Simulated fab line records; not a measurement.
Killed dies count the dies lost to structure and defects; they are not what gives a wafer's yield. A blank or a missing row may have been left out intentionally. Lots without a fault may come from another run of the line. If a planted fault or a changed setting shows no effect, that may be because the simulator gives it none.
Which tool did it? + flow nand_harc + 13 lots, 39 wafers sampled, at 5 steps of a route of 1159

== WHAT EACH GAUGE READ, for each wafer ==
NHARC_A_CONTACT_CD_MEAS_53.
| lot  | measured     | on        | cd_nm (nm)        |
|------|--------------|-----------|-------------------|
| L894 | day 15 23:33 | cd_sem-03 | 189.9 190.0 190.3 |
| L895 | day 16 09:16 | cd_sem-03 | 190.0 189.9 189.6 |
| L897 | day 16 16:04 | cd_sem-03 | 190.3 191.3 190.7 |
| L896 | day 17 01:07 | cd_sem-01 | 190.4 190.5 189.8 |
| L899 | day 17 08:19 | cd_sem-03 | 190.7 190.4 190.8 |
| L898 | day 17 10:10 | cd_sem-01 | 190.3 189.8 190.4 |
| L900 | day 17 13:32 | cd_sem-01 | 189.2 188.7 189.7 |
| L901 | day 18 06:06 | cd_sem-03 | 191.1 190.1 190.5 |
| L911 | day 20 19:38 | cd_sem-01 | 189.8 190.6 189.9 |
| L912 | day 21 05:17 | cd_sem-03 | 189.6 190.3 189.8 |
| L916 | day 21 11:44 | cd_sem-02 | 188.6 188.1 188.6 |
| L915 | day 21 15:32 | cd_sem-03 | 188.4 188.9 188.2 |
| L913 | day 21 17:48 | cd_sem-03 | 189.6 188.6 188.5 |

NHARC_END_SORT_01.
| lot  | measured     | on        | killed_at_array | killed_at_other | killed_at_periphery | killed_dies | killed_open | killed_short |
|------|--------------|-----------|-----------------|-----------------|---------------------|-------------|-------------|--------------|
| L911 | day 23 13:24 | prober-02 | 35 20 20        | 2 0 3           | 0 2 2               | 37 22 25    | 1 4 3       | 3 3 1        |
| L915 | day 24 07:11 | prober-01 | 33 39 40        | 2 0 2           | 7 8 7               | 42 47 49    | 5 2 2       | 1 3 3        |

== WHICH TOOL RAN EACH LOT (tool, then ch and the chambers of the sampled wafers, then the start) ==
| lot  | NHARC_A_CONTACT_DEP_58          | NHARC_A_CONTACT_ETCH_75            | NHARC_A_CONTACT_ETCH_125             |
|------|---------------------------------|------------------------------------|--------------------------------------|
| L894 | pecvd-02 ch 0,1, day 16 04:49   | rie_diel-03 ch 1,2,3, day 16 05:53 | har_cap_etch-01 ch 0,1, day 16 07:10 |
| L895 | pecvd-02 ch 0,1,2, day 16 14:07 | rie_diel-06 ch 1,3, day 16 15:06   | har_cap_etch-03 ch 0, day 16 16:34   |
| L897 | pecvd-02 ch 0,1, day 16 21:25   | rie_diel-08 ch 1,2, day 16 22:14   | har_cap_etch-01 ch 0, day 16 23:29   |
| L896 | pecvd-02 ch 0,1, day 17 05:35   | rie_diel-06 ch 0,1,3, day 17 06:34 | har_cap_etch-02 ch 0,1, day 17 07:48 |
| L899 | pecvd-02 ch 0,2, day 17 11:19   | rie_diel-08 ch 0,2,3, day 17 12:19 | har_cap_etch-02 ch 0,1, day 17 13:43 |
| L898 | pecvd-01 ch 0,1,2, day 17 12:56 | rie_diel-06 ch 0,2,3, day 17 13:57 | har_cap_etch-01 ch 0,1, day 17 15:28 |
| L900 | pecvd-04 ch 1,2, day 17 16:52   | rie_diel-03 ch 0,1, day 17 17:53   | har_cap_etch-02 ch 0, day 17 19:08   |
| L901 | pecvd-02 ch 0,1,2, day 18 08:51 | rie_diel-06 ch 0,1,3, day 18 09:51 | har_cap_etch-01 ch 0,1, day 18 11:16 |
| L911 | pecvd-01 ch 0,1,2, day 20 22:23 | rie_diel-06 ch 1,2, day 20 23:23   | har_cap_etch-01 ch 0,1, day 21 00:37 |
| L912 | pecvd-02 ch 0,2, day 21 11:25   | rie_diel-08 ch 0,1,2, day 21 12:25 | har_cap_etch-02 ch 0,1, day 21 13:41 |
| L916 | pecvd-01 ch 0,1,2, day 21 16:38 | rie_diel-03 ch 0,1, day 21 17:29   | har_cap_etch-02 ch 0,1, day 21 18:52 |
| L915 | pecvd-02 ch 0,1,2, day 21 18:24 | rie_diel-08 ch 2,3, day 21 19:28   | har_cap_etch-03 ch 0,1, day 21 20:47 |
| L913 | pecvd-01 ch 0,2, day 21 22:09   | rie_diel-03 ch 0,1,3, day 21 23:08 | har_cap_etch-02 ch 0,1, day 22 00:32 |
- NHARC_A_CONTACT_DEP_58: deposits SiON, target thk 60 nm.
- NHARC_A_CONTACT_ETCH_75: etches the open film in CF4, target depth 39 nm, time 65 s.
- NHARC_A_CONTACT_ETCH_125: etches the open film in C4F8/O2/Ar, time 155 s, target depth 956 nm.

== AS READ BY THE TOOLS THEMSELVES (means over the sampled wafers that have a number; for cases with no such wafer, the mark the record gives instead) ==
NHARC_A_CONTACT_DEP_58.
| lot  | tool     | heater_power_w (W) | rf_fwd_power_W (W) |
|------|----------|--------------------|--------------------|
| L894 | pecvd-02 | 814                | 348.6              |
| L895 | pecvd-02 | 862                | 348.4              |
| L897 | pecvd-02 | 874                | 348.6              |
| L896 | pecvd-02 | 922                | 348.5              |
| L899 | pecvd-02 | 911                | 347.7              |
| L898 | pecvd-01 | 821                | 348.0              |
| L900 | pecvd-04 | 673                | 349.0              |
| L901 | pecvd-02 | 797                | 348.9              |
| L911 | pecvd-01 | 797                | 347.7              |
| L912 | pecvd-02 | 903                | 349.4              |
| L916 | pecvd-01 | 770                | 347.5              |
| L915 | pecvd-02 | 835                | 349.1              |
| L913 | pecvd-01 | 787                | 350.0              |

NHARC_A_CONTACT_ETCH_75.
| lot  | tool        | drypump_motor_current_A (A) | oes_product_au (a.u.) | rf_fwd_power_W (W) | rf_vpp_V (V) | run_length_s (s) | showerhead_plenum_p_Torr (Torr) | throttle_valve_pct (%) |
|------|-------------|-----------------------------|-----------------------|--------------------|--------------|------------------|---------------------------------|------------------------|
| L894 | rie_diel-03 | 5.6                         | 1.004                 | 297.5              | 150.4        | 86.3             | 1.70                            | 13.279                 |
| L895 | rie_diel-06 | 5.7                         | 1.014                 | 298.3              | 151.1        | 86.7             | 1.77                            | 13.281                 |
| L897 | rie_diel-08 | 6.1                         | 1.005                 | 295.5              | 151.3        | 86.8             | 1.74                            | 13.291                 |
| L896 | rie_diel-06 | 5.8                         | 1.007                 | 297.8              | 151.1        | 86.3             | 1.75                            | 13.281                 |
| L899 | rie_diel-08 | 6.1                         | 0.992                 | 296.7              | 151.0        | 86.4             | 1.72                            | 13.281                 |
| L898 | rie_diel-06 | 6.1                         | 1.000                 | 298.1              | 150.6        | 86.3             | 1.75                            | 13.282                 |
| L900 | rie_diel-03 | 6.3                         | 1.005                 | 297.0              | 150.2        | 86.0             | 1.66                            | 13.277                 |
| L901 | rie_diel-06 | 5.7                         | 1.006                 | 297.3              | 150.2        | 86.6             | 1.75                            | 13.278                 |
| L911 | rie_diel-06 | 6.0                         | 1.010                 | 298.0              | 150.4        | 81.6             | 1.74                            | 13.291                 |
| L912 | rie_diel-08 | 6.2                         | 1.001                 | 297.1              | 150.0        | 86.5             | 1.71                            | 13.285                 |
| L916 | rie_diel-03 | 6.2                         | 1.006                 | 296.7              | 149.9        | 85.7             | 1.67                            | 13.281                 |
| L915 | rie_diel-08 | 5.8                         | 0.995                 | 296.8              | 151.2        | 86.9             | 1.73                            | 13.278                 |
| L913 | rie_diel-03 | 5.9                         | 1.007                 | 299.1              | 149.8        | 86.1             | 1.68                            | 13.288                 |

== THE ANSWER, worked out from the rows above alone ==
Rule: usual is defined by the lots themselves. Put in order of their means at a reading, lots are off if they are a third of the lots or fewer, leave a main group of 4 or more, and stand apart from it by a gap of 3 or more times the standard deviation of the main group's means; of several such gaps the widest counts. A main group whose means are all the same, to the digits that the tables above print for the reading, isn't used. A lot without any number at a reading at which 4 lots or more have one is off too. Any other lot the step has rows for is counted as sound. First the gauges in route order, then the tools' own readings, where a lot's mean is used as printed above. The first step at which some lot is off is used, and at that step the reading that is off furthest; a lot without a number counts as furthest.
Off: L911 (NHARC_A_CONTACT_ETCH_75, run_length_s). The main group has a mean of 86.4 s with a standard deviation of 0.33.
A tool fits if, at that step or a process step before it, it ran every lot that is off, and no sound lot after the first of them. One candidate fits, namely rie_diel-06 at NHARC_A_CONTACT_ETCH_75. Its last sound lot is L901 (day 18 09:51), its first lot that is off L911 (day 20 23:23): a fault that began between those two fits.
On the lots that are off, the tool's own readings at NHARC_A_CONTACT_ETCH_75 differ by more than 5 times the standard deviation of the sound lots' means, which bears it out; run_length_s reads 81.6 s there versus 86.4 s on the sound lots.

== WHAT WAS PUT IN BY THE SIMULATOR ==
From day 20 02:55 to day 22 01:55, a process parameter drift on rie_diel-06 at NHARC_A_CONTACT_ETCH_75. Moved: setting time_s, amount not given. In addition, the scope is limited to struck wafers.
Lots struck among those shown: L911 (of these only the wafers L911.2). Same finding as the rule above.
